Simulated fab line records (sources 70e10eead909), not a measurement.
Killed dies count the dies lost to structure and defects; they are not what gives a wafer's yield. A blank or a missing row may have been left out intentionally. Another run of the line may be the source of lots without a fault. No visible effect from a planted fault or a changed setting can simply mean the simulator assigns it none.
What tool caused it? -- flow nand_harc -- 24 lots with 72 wafers sampled at 5 steps, on a route of 1302 steps

== WHAT THE GAUGES READ, wafer by wafer ==
NHARC_A_SGD_CUT_CD_MEAS_09: target cd 100 nm. Usual: cd_nm at 100.1 nm, with a standard deviation of 0.46.
lot,measured,on,cd_nm (nm),flag
L074,day 19 15:58,cd_sem-03,100.2 99.8 100.0,
L075,day 19 17:06,cd_sem-03,100.3 100.0 100.8,
L076,day 19 20:31,cd_sem-02,100.1 99.8 100.4,
L077,day 20 07:11,cd_sem-03,99.9 100.1 100.2,
L078,day 21 08:21,cd_sem-03,99.7 99.5 100.2,
L080,day 21 08:42,cd_sem-03,100.1 100.1 99.9,
L079,day 21 09:19,cd_sem-01,100.4 100.3 100.3,
L081,day 22 15:32,cd_sem-01,100.2 100.1 99.8,
L082,day 23 02:10,cd_sem-01,100.6 100.8 100.7,
L086,day 23 09:36,cd_sem-02,99.8 99.8 100.0,
L085,day 23 10:44,cd_sem-03,100.9 100.7 101.0,
L084,day 23 12:28,cd_sem-01,100.3 99.8 100.0,
L083,day 23 14:19,cd_sem-01,100.5 101.0 101.0,
L087,day 24 19:35,cd_sem-02,100.0 99.6 100.1,
L089,day 24 20:02,cd_sem-02,99.7 100.0 100.2,
L088,day 25 14:02,cd_sem-02,99.3 100.4 100.2,
L090,day 26 04:25,cd_sem-03,99.6 99.8 99.4,
L092,day 26 16:38,cd_sem-03,99.6 99.9 99.3,
L091,day 26 17:36,cd_sem-02,100.4 100.6 100.3,
L093,day 27 02:43,cd_sem-03,99.9 99.5 99.7,
L094,day 27 02:55,cd_sem-03,100.0 100.0 100.1,
L095,day 27 13:14,cd_sem-02,101.0 101.1 100.3,
L096,day 28 10:19,cd_sem-01,99.5 99.8 99.7,
L097,day 28 18:02,cd_sem-02,99.9 100.0 100.2,

NHARC_A_SGD_CUT_OVL_MEAS_10. Usual: overlay_x_nm 0.2 nm, standard deviation 0.86; overlay_y_nm -0.3 nm, standard deviation 0.93.
lot,measured,on,overlay_x_nm (nm),overlay_y_nm (nm),flag
L074,day 19 16:03,overlay-01,-1.3 -1.1 -1.2,-0.7 -1.0 -1.5,
L075,day 19 17:11,overlay-01,-0.8 -0.1 -0.5,0.9 0.9 0.9,
L076,day 19 20:36,overlay-02,-1.8 -1.6 -1.8,-1.9 -1.9 -2.2,
L077,day 20 07:17,overlay-01,1.2 1.4 1.5,-0.3 -0.3 -0.2,
L078,day 21 08:26,overlay-01,0.5 1.2 0.3,0.6 0.7 0.1,
L080,day 21 08:47,overlay-02,0.8 0.8 0.5,0.2 0.4 0.8,
L079,day 21 09:24,overlay-02,0.5 0.3 0.8,-2.1 -2.7 -1.6,
L081,day 22 15:38,overlay-01,-0.6 -0.1 0.0,0.7 0.4 0.7,
L082,day 23 02:16,overlay-02,0.4 -0.1 -0.1,-1.3 -0.9 -0.8,
L086,day 23 09:41,overlay-02,0.8 -0.1 0.3,1.0 0.3 -0.2,
L085,day 23 10:49,overlay-01,2.0 1.9 2.3,-1.0 -1.3 -1.0,
L084,day 23 12:33,overlay-02,0.7 1.1 0.8,-0.2 0.1 0.4,
L083,day 23 14:25,overlay-02,-0.6 -0.4 -0.2,-0.6 -1.0 -0.2,
L087,day 24 19:41,overlay-01,-0.5 -0.4 -0.3,0.2 0.1 -0.3,
L089,day 24 20:07,overlay-01,0.2 0.6 0.2,-1.5 -1.2 -1.6,
L088,day 25 14:07,overlay-02,-0.8 -0.1 -1.1,-0.7 -0.5 0.1,
L090,day 26 04:30,overlay-02,-0.4 -0.8 -0.3,-1.2 -0.9 -0.6,
L092,day 26 16:43,overlay-02,0.3 0.2 0.3,-1.2 -0.2 -0.7,
L091,day 26 17:41,overlay-01,1.7 1.5 1.2,1.0 0.8 0.8,
L093,day 27 02:49,overlay-01,-0.2 0.2 0.4,-0.5 -0.1 0.2,
L094,day 27 03:01,overlay-01,1.3 1.4 1.1,-1.3 -0.3 -0.9,
L095,day 27 13:20,overlay-02,0.6 0.3 0.8,0.4 0.3 0.8,
L096,day 28 10:24,overlay-01,-0.6 -0.7 -0.6,-0.6 -0.7 -0.7,
L097,day 28 18:07,overlay-02,0.6 0.6 0.9,0.7 1.5 1.1,

NHARC_A_SLIT_CD_MEAS_21. Usual: cd_nm at 289.7 nm, with a standard deviation of 0.62.
lot,measured,on,cd_nm (nm),flag
L074,day 20 12:56,cd_sem-01,290.7 291.0 290.5,
L075,day 20 14:59,cd_sem-01,289.2 289.5 290.1,
L076,day 20 21:02,cd_sem-01,290.8 290.6 290.6,
L077,day 21 03:35,cd_sem-01,290.0 289.8 289.8,
L078,day 22 05:55,cd_sem-02,290.6 290.6 290.1,
L080,day 22 09:41,cd_sem-03,288.9 289.2 289.6,
L079,day 22 08:05,cd_sem-03,289.2 289.1 288.9,
L081,day 23 09:33,cd_sem-01,290.7 290.0 290.3,
L082,day 23 22:13,cd_sem-02,289.3 289.3 288.8,
L086,day 24 04:14,cd_sem-03,290.7 290.2 290.6,
L085,day 24 07:56,cd_sem-02,290.4 290.1 289.7,
L084,day 24 04:04,cd_sem-02,289.6 289.9 289.4,
L083,day 24 13:29,cd_sem-02,290.1 289.8 289.5,
L087,day 25 18:40,cd_sem-01,289.6 290.3 290.5,
L089,day 25 16:44,cd_sem-01,289.4 289.5 289.6,
L088,day 26 08:32,cd_sem-03,289.8 289.6 290.1,
L090,day 27 00:27,cd_sem-01,289.4 290.4 289.9,
L092,day 27 12:31,cd_sem-01,289.2 289.7 289.4,
L091,day 27 16:22,cd_sem-03,289.1 288.9 289.7,
L093,day 27 23:00,cd_sem-01,289.0 289.1 288.9,
L094,day 28 00:25,cd_sem-01,288.3 288.8 288.6,
L095,day 28 07:23,cd_sem-02,289.0 290.4 288.7,
L096,day 29 06:17,cd_sem-03,289.8 289.9 289.9,
L097,day 29 20:09,cd_sem-01,289.5 289.8 289.7,

== WHAT TOOL EACH LOT RAN ON (gives the tool, then ch and the chambers of the sampled wafers, and finally the start) ==
lot,NHARC_A_SGD_CUT_ETCHBACK_24,NHARC_A_SLIT_DESCUM_14
L074,"rie_diel-11 ch 0,1,3, day 19 22:45","rie_diel-09 ch 1,2, day 20 04:58"
L075,"rie_diel-10 ch 0,2,3, day 19 22:52","rie_diel-13 ch 0,1,3, day 20 06:07"
L076,"rie_diel-08 ch 0,2,3, day 20 03:37","rie_diel-13 ch 0,1,3, day 20 10:43"
L077,"rie_diel-08 ch 1,2,3, day 20 15:36","rie_diel-13 ch 0,2,3, day 20 21:19"
L078,"rie_diel-08 ch 0,1,3, day 21 15:10","rie_diel-13 ch 0,3, day 21 23:38"
L080,"rie_diel-11 ch 0,1,2, day 21 15:10","rie_diel-09 ch 0,1,2, day 22 02:17"
L079,"rie_diel-10 ch 0,1,3, day 21 15:10","rie_diel-13 ch 0,1,2, day 22 01:48"
L081,"rie_diel-11 ch 0,1, day 22 21:58","rie_diel-13 ch 0,2,3, day 23 03:16"
L082,"rie_diel-08 ch 1,2,3, day 23 10:41","rie_diel-09 ch 1,2,3, day 23 15:53"
L086,"rie_diel-11 ch 1,2, day 23 16:10","rie_diel-13 ch 1,2,3, day 23 21:58"
L085,"rie_diel-10 ch 1,3, day 23 16:11","rie_diel-09 ch 0,1, day 23 22:06"
L084,"rie_diel-08 ch 1,2,3, day 23 16:10","rie_diel-02 ch 1,2,3, day 23 21:48"
L083,"rie_diel-11 ch 0,1,3, day 23 20:53","rie_diel-13 ch 0,1,3, day 24 07:12"
L087,"rie_diel-11 ch 0,1,3, day 25 02:02","rie_diel-13 ch 0,1,3, day 25 10:47"
L089,"rie_diel-10 ch 0,1,3, day 25 02:01","rie_diel-09 ch 1,3, day 25 10:23"
L088,"rie_diel-08 ch 0,1, day 25 20:37","rie_diel-09 ch 0,1,2, day 26 02:16"
L090,"rie_diel-08 ch 0,1,3, day 26 12:32","rie_diel-09 ch 0,3, day 26 18:11"
L092,"rie_diel-10 ch 0,1,2, day 27 00:59","rie_diel-13 ch 1,2,3, day 27 06:12"
L091,"rie_diel-11 ch 2,3, day 27 00:59","rie_diel-09 ch 2,3, day 27 06:39"
L093,"rie_diel-10 ch 0,1, day 27 09:08","rie_diel-09 ch 0,1,2, day 27 14:19"
L094,"rie_diel-11 ch 2,3, day 27 09:10","rie_diel-02 ch 0,3, day 27 14:28"
L095,"rie_diel-10 ch 0,1,2, day 27 19:44","rie_diel-13 ch 0,1,2, day 28 01:01"
L096,"rie_diel-10 ch 0,3, day 28 18:08","rie_diel-02 ch 0,1,3, day 29 00:01"
L097,"rie_diel-11 ch 1,2,3, day 29 01:08","rie_diel-02 ch 0,1,3, day 29 10:02"
- NHARC_A_SGD_CUT_ETCHBACK_24: etches the open film in CH3F/O2, target depth 50 nm, time 92.857 s.
- NHARC_A_SLIT_DESCUM_14: chemistry O2, time 3 s.

== AS READ BY THE TOOLS THEMSELVES (means over the sampled wafers that have a number; for cases with no such wafer, the mark the record gives instead) ==
NHARC_A_SGD_CUT_ETCHBACK_24. Usual: drypump_motor_current_A 5.8 A, standard deviation 0.49; mfc_ar_sccm 200.0 sccm, standard deviation 0.6; oes_product_au 0.96 a.u., standard deviation 0.036; rf_vpp_V 243.9 V, standard deviation 1.8; showerhead_plenum_p_Torr 2.44 Torr, standard deviation 0.12; throttle_valve_pct 20.664 %, standard deviation 0.0093.
lot,tool,drypump_motor_current_A (A),mfc_ar_sccm (sccm),oes_product_au (a.u.),rf_vpp_V (V),showerhead_plenum_p_Torr (Torr),throttle_valve_pct (%),flag
L074,rie_diel-11,5.3,199.7,0.93,241.8,2.33,20.666,
L075,rie_diel-10,6.0,200.0,0.93,244.7,2.52,20.660,
L076,rie_diel-08,5.8,199.8,0.93,244.2,2.48,20.663,
L077,rie_diel-08,5.7,199.8,1.00,244.5,2.50,20.659,
L078,rie_diel-08,5.8,200.4,0.92,244.2,2.45,20.663,
L080,rie_diel-11,5.7,199.6,0.93,243.9,2.42,20.668,
L079,rie_diel-10,6.0,199.9,0.99,244.8,2.50,20.666,
L081,rie_diel-11,5.1,200.2,0.92,242.6,2.35,20.669,
L082,rie_diel-08,5.7,199.6,1.01,245.2,2.50,20.663,
L086,rie_diel-11,5.9,200.4,1.00,242.9,2.39,20.672,
L085,rie_diel-10,6.2,200.0,1.00,243.5,2.39,20.667,
L084,rie_diel-08,5.7,200.0,0.93,245.1,2.50,20.660,
L083,rie_diel-11,5.3,200.6,0.93,242.5,2.32,20.659,
L087,rie_diel-11,5.3,200.0,1.00,242.6,2.32,20.653,
L089,rie_diel-10,6.0,200.1,0.93,244.0,2.50,20.667,
L088,rie_diel-08,5.5,199.7,0.94,243.0,2.38,20.655,
L090,rie_diel-08,5.8,199.9,0.99,244.3,2.45,20.665,
L092,rie_diel-10,5.9,199.9,0.99,243.4,2.45,20.681,
L091,rie_diel-11,6.2,200.9,1.01,243.9,2.49,20.656,
L093,rie_diel-10,6.0,200.4,0.99,244.1,2.43,20.662,
L094,rie_diel-11,5.7,199.9,1.01,243.6,2.39,20.665,
L095,rie_diel-10,5.9,200.5,0.93,243.9,2.45,20.662,
L096,rie_diel-10,6.1,199.9,0.92,245.4,2.56,20.666,
L097,rie_diel-11,5.8,200.3,0.93,242.6,2.39,20.669,

NHARC_A_SLIT_DESCUM_14. Usual: drypump_motor_current_A 5.9 A, standard deviation 0.4; mfc_ar_sccm 0.006 sccm, standard deviation 0.011; oes_product_au 1.003 a.u., standard deviation 0.0075; rf_vpp_V 57.9 V, standard deviation 0.93; showerhead_plenum_p_Torr 1.94 Torr, standard deviation 0.085; throttle_valve_pct 11.312 %, standard deviation 0.0094.
lot,tool,drypump_motor_current_A (A),mfc_ar_sccm (sccm),oes_product_au (a.u.),rf_vpp_V (V),showerhead_plenum_p_Torr (Torr),throttle_valve_pct (%),flag
L074,rie_diel-09,5.6,0.000,1.011,57.2,1.83,11.321,
L075,rie_diel-13,6.2,0.000,1.003,57.5,1.96,11.311,
L076,rie_diel-13,6.2,0.000,1.007,58.5,1.96,11.306,
L077,rie_diel-13,6.0,0.009,1.004,57.9,1.98,11.313,
L078,rie_diel-13,6.2,0.000,1.000,58.3,2.00,11.319,
L080,rie_diel-09,5.9,0.000,1.004,58.2,1.91,11.305,
L079,rie_diel-13,6.1,0.009,1.004,57.8,1.93,11.310,
L081,rie_diel-13,6.1,0.009,1.001,58.2,1.98,11.310,
L082,rie_diel-09,5.8,0.009,1.009,57.2,1.88,11.316,
L086,rie_diel-13,6.1,0.009,1.000,57.9,1.94,11.315,
L085,rie_diel-09,6.2,0.000,1.008,59.1,1.94,11.311,
L084,rie_diel-02,5.6,0.017,1.005,58.3,1.96,11.308,
L083,rie_diel-13,6.2,0.000,1.006,57.7,1.96,11.313,
L087,rie_diel-13,6.2,0.000,0.998,57.8,1.96,11.322,
L089,rie_diel-09,6.1,0.017,0.997,57.6,1.94,11.317,
L088,rie_diel-09,5.9,0.000,1.003,58.2,1.91,11.307,
L090,rie_diel-09,6.1,0.009,1.008,59.0,2.01,11.310,
L092,rie_diel-13,6.1,0.009,1.002,57.6,1.94,11.322,
L091,rie_diel-09,5.9,0.017,1.001,57.8,1.91,11.312,
L093,rie_diel-09,5.9,0.000,1.000,58.4,1.91,11.308,
L094,rie_diel-02,5.2,0.013,1.008,57.3,1.82,11.308,
L095,rie_diel-13,6.1,0.009,0.995,57.6,1.93,11.312,
L096,rie_diel-02,5.2,0.013,1.008,58.3,1.90,11.302,
L097,rie_diel-02,5.2,0.013,0.999,57.0,1.90,11.313,

== THE ANSWER, worked out from the rows above alone ==
Rule: take the mean of a lot's wafers that have a number; if it is more than 3 standard deviations from the usual mean, the lot is off. A lot without any number at a reading at which 4 lots or more have one is off too. Any other lot the step has rows for is counted as sound. First the gauges in route order, then the tools' own readings, where a lot's mean is used as printed above. At the first step where some lot is off, the reading lying furthest off is the one used; lots without a number count as furthest.
None of the lots is off at any reading shown; this tells nothing.

== WHAT THE SIMULATOR PUT IN ==
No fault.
